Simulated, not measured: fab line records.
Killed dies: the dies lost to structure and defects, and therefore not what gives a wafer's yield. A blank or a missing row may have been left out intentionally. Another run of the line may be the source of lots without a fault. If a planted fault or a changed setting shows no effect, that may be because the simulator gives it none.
Lot-split experiment + flow n5Finfet + 21 wafers read across 7 lots, on a route 1938 steps long

## SPLIT DETAILS
At N5_BEOL_M7_DESCUM_33 (chemistry O2, time 7 s), the setting timeS was moved away from the recipe's 7 s on 5 of the 21 wafers read, by -10.2% to +16.7%. The other wafers ran this setting at the recipe's value.

The split's own step is where the reading is taken.

## THE READING
CAR-EUV_of_BEOL_M7_COAT_22.thkNm (the simulator's own value, which no gauge read), in nm, at N5_BEOL_M7_DESCUM_33 (chemistry O2, time 7 s). There is no usual value for it anywhere in the file. Here, 16 wafers ran the recipe; their average is 26.1 nm with a standard deviation of 0.097 nm.

| wafer  | tool, chamber at the split | timeS as run, s | against the recipe | CAR-EUV_of_BEOL_M7_COAT_22.thkNm, nm | against lot-mates on the recipe |
|--------|----------------------------|-----------------|--------------------|--------------------------------------|---------------------------------|
| L074.3 | rieDiel-06, 2              | 7               | recipe             | 26.2                                 | -                               |
| L074.5 | rieDiel-06, 3,2            | 7               | recipe             | 26                                   | -                               |
| L074.6 | rieDiel-06, 3,2            | 7               | recipe             | 26                                   | -                               |
| L078.2 | rieDiel-03, 3,0            | 7               | recipe             | 26                                   | -                               |
| L078.5 | rieDiel-03, 3,0            | 7               | recipe             | 26                                   | -                               |
| L078.6 | rieDiel-03, 1              | 7               | recipe             | 26.2                                 | -                               |
| L079.1 | rieDiel-03, 2,3            | 7.713           | +10.2%             | 25.6                                 | -0.4                            |
| L079.3 | rieDiel-03, 2,3            | 7.713           | +10.2%             | 25.6                                 | -0.4                            |
| L079.2 | rieDiel-03, 0              | 7               | recipe             | 26                                   | -                               |
| L085.1 | rieDiel-03, 3,1            | 7               | recipe             | 26.2                                 | -                               |
| L085.6 | rieDiel-03, 3,1            | 7               | recipe             | 26.2                                 | -                               |
| L085.3 | rieDiel-03, 1              | 6.285           | -10.2%             | 26.6                                 | +0.4                            |
| L096.2 | rieDiel-06, 2,1            | 8.172           | +16.7%             | 25.4                                 | -0.6                            |
| L096.6 | rieDiel-06, 2,1            | 8.172           | +16.7%             | 25.4                                 | -0.6                            |
| L096.3 | rieDiel-06, 1              | 7               | recipe             | 26                                   | -                               |
| L094.4 | rieDiel-03, 1,0,1          | 7               | recipe             | 26.2                                 | -                               |
| L094.5 | rieDiel-03, 1,0,1          | 7               | recipe             | 26.2                                 | -                               |
| L094.6 | rieDiel-03, 1,0,1          | 7               | recipe             | 26.2                                 | -                               |
| L097.2 | rieDiel-05, 3,2,0          | 7               | recipe             | 26.2                                 | -                               |
| L097.3 | rieDiel-05, 3,2,0          | 7               | recipe             | 26.2                                 | -                               |
| L097.4 | rieDiel-05, 3,2,0          | 7               | recipe             | 26.2                                 | -                               |
When a row names more than one chamber, that row covers several wafers, and the file does not tell which wafer ran in which chamber.

FIT RESULTS
A straight line over all 21 wafers: CAR-EUV_of_BEOL_M7_COAT_22.thkNm changes by -0.0456 nm for each +1% of timeS; r = -0.95; the points scatter about the line by 0.092 nm.
The same after taking each lot's own level away (the mean of its wafers on the recipe; 21 wafers): -0.0371 nm for each +1%; r = -0.98; scatter 0.054 nm.
The reading moves by 0.62 nm for the largest change in timeS, on that fit.
The span of the lots' own levels, 26.00 to 26.20 nm, comes to 2.1 times the standard deviation stated above.
Hence the slope depends on the lot-to-lot level, as the two fits are not the same.
Check: with one of the wafers moved furthest among these (+16.7%) left out of the fit, the line predicts -0.63 nm for it against its lot-mates. Against them it came out at -0.6 nm.

## THE OTHER SPLITS THESE WAFERS WENT THROUGH
Other splits were also applied to these wafers ahead of the reading. Each is held against what the fit with the lots' levels taken away leaves over:
| other split on the same wafers  | wafers away from the commonest value | r with CAR-EUV_of_BEOL_M7_COAT_22.thkNm (lot level and that fit taken away) |
|---------------------------------|--------------------------------------|-----------------------------------------------------------------------------|
| N5_BEOL_M5_VIA_ETCH_34 biasW    | 6                                    | -0.10                                                                       |
| N5_BEOL_M5_TRENCH_ETCH_37 timeS | 9                                    | +0.04                                                                       |
| N5_BEOL_M6_DESCUM_33 timeS      | 11                                   | +0.04                                                                       |

## FILE'S OWN FIT
CAR-EUV_of_BEOL_M7_COAT_22.thkNm changes by -0.0373 nm for each +1% of timeS, r = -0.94.
